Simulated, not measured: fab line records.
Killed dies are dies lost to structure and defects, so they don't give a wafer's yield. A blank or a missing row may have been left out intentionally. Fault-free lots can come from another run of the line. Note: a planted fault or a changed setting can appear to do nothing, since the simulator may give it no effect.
8D (eight disciplines) problem report, filled in by code | flow n5Finfet | the parts of the form that need people (team, actions taken, sign-off) are left out

== 1. WHAT IS WRONG ==
VIA_MOL_THK at N5_MOL_CONTACT_COAG_THK_MEAS_53 reads a mean of 34.8 nm on 1 wafer of 1 lot; wafers without a fault read 44.2 nm with a standard deviation of 0.52. That puts it -18 standard deviations away from the usual mean.
First seen on wafer L586.2, day 7 03:17, on filmMetro-01. Wafers with a number at this step in the record: 27, from 9 lots. By rule, "out" or "out of limits" means more than 4 standard deviations away from the usual mean. The other wafers with a number count as sound.

== 2. WHAT THIS IS AND IS NOT ==
question                    | is               | is not
which readings at this step | VIA_MOL_THK      | -
which lots                  | L586             | L581, L582, L583, L596, L597, L600, L601, L602
which wafers of those lots  | L586.2           | L586.3, L586.4
read on which gauges        | filmMetro-01     | filmMetro-02
when                        | from day 7 03:17 | up to then (11 sound wafers); but 15 sound wafers of L596, L597, L600, L601, L602 came after

== 3. WHAT RULES OUT EACH SUSPECT ==
Counting: if a tool at a process step up to the reading ran every lot that is out, it stays a suspect. Sound lots after the first of them don't rule it out here, since some wafers of a struck lot are sound.
- the gauge at N5_MOL_CONTACT_COAG_THK_MEAS_53 is ruled out. All the wafers that are out were read on filmMetro-01, but those of them that N5_MOL_CONTACT_COAG_PECVD_31 has rows for are out there too, on other tools.
- rieDiel-05 at N5_MOL_CONTACT_COAG_ETCH_59 (etches underlayer in N2/H2, target depth 13 nm, time 10.4 s): kept. It processed L586, the lot that is out, at day 6 13:24, and its most recent sound lot before then was L583 at day 5 20:53.
- pvdSputter-03 at N5_MOL_CONTACT_COAG_TI_SIL_19 (material Ti, target thk 4.2 nm, time 15 s): kept. It ran the lot that is out, L586 (day 6 14:19).
- aldSin-03 at N5_MOL_CONTACT_COAG_ALD_123 (deposits SiNx, target thk 5 nm, pulse time 1 s, purge time 2 s): kept. It ran the lot that is out, L586 (day 6 22:46).
- pecvd-02 at N5_MOL_CONTACT_COAG_PECVD_31 (deposits SiO2 from TEOS/O2, target thk 46 nm, time 8.9 s): kept. It processed L586, the lot that is out, at day 6 23:16, and its most recent sound lot before then was L583 at day 6 07:23. Its own susceptorTempC readings are out on those wafers.
- Within rieDiel-05 at N5_MOL_CONTACT_COAG_ETCH_59: the wafers that are out ran in chamber 0; their sound lot-mates ran in chambers 2, 3.
- Within aldSin-03 at N5_MOL_CONTACT_COAG_ALD_123: the wafers that are out ran in chamber 2; their sound lot-mates ran in chambers 0, 1.
- Within pecvd-02 at N5_MOL_CONTACT_COAG_PECVD_31: the wafers that are out ran in chamber 0; their sound lot-mates ran in chambers 1, 2.
Left after counting: rieDiel-05 at N5_MOL_CONTACT_COAG_ETCH_59, pvdSputter-03 at N5_MOL_CONTACT_COAG_TI_SIL_19, aldSin-03 at N5_MOL_CONTACT_COAG_ALD_123, pecvd-02 at N5_MOL_CONTACT_COAG_PECVD_31.

== 4. THE CAUSE (what the simulator had put in) ==
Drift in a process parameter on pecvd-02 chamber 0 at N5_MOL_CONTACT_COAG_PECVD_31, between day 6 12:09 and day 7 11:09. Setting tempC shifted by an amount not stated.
This tool is one of the 4 suspects left after counting.

== 5. SEQUENCE OF EFFECTS, ordered by route ==
Each row: a reading where the mean over the struck wafers with a number is more than 3 standard deviations away from the usual. Only readings whose record carries a usual standard deviation are examined. hours: median over the lots of the time between each lot's start at the first step of this table that gives one and its start at this step. sigmas: the change, counted in usual standard deviations.
hours | step                            | reading        | usual    | on struck wafers | change | sigmas
0     | N5_MOL_CONTACT_COAG_PECVD_31    | susceptorTempC | 400.00 C | 430.77           | +30.77 | +99 or more
4     | N5_MOL_CONTACT_COAG_THK_MEAS_53 | VIA_MOL_THK    | 44.2 nm  | 34.8             | -9.4   | -18
The process steps in it:
- N5_MOL_CONTACT_COAG_PECVD_31: deposits SiO2 from TEOS/O2, target thk 46 nm, time 8.9 s.
At these later measuring or inspecting steps, every struck wafer for which the step has a row has a number for every such reading, and none has moved that far: N5_BEOL_M4_RC_MEAS_101.

== 6. HOW IT WOULD HAVE BEEN CAUGHT EARLIER ==
The first out-of-limits reading at a measuring or inspecting step in this record came at day 7 03:17, 15 hours after the fault's start at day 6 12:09.
Tool's own readings at N5_MOL_CONTACT_COAG_PECVD_31, susceptorTempC: out on all struck wafers the step has rows for; an alarm limit on them would have tripped on the first.
Lots out: 1; all had begun N5_MOL_CONTACT_COAG_PECVD_31 on pecvd-02 by day 7 03:17. Tool hold at that time: it would have spared none of them.
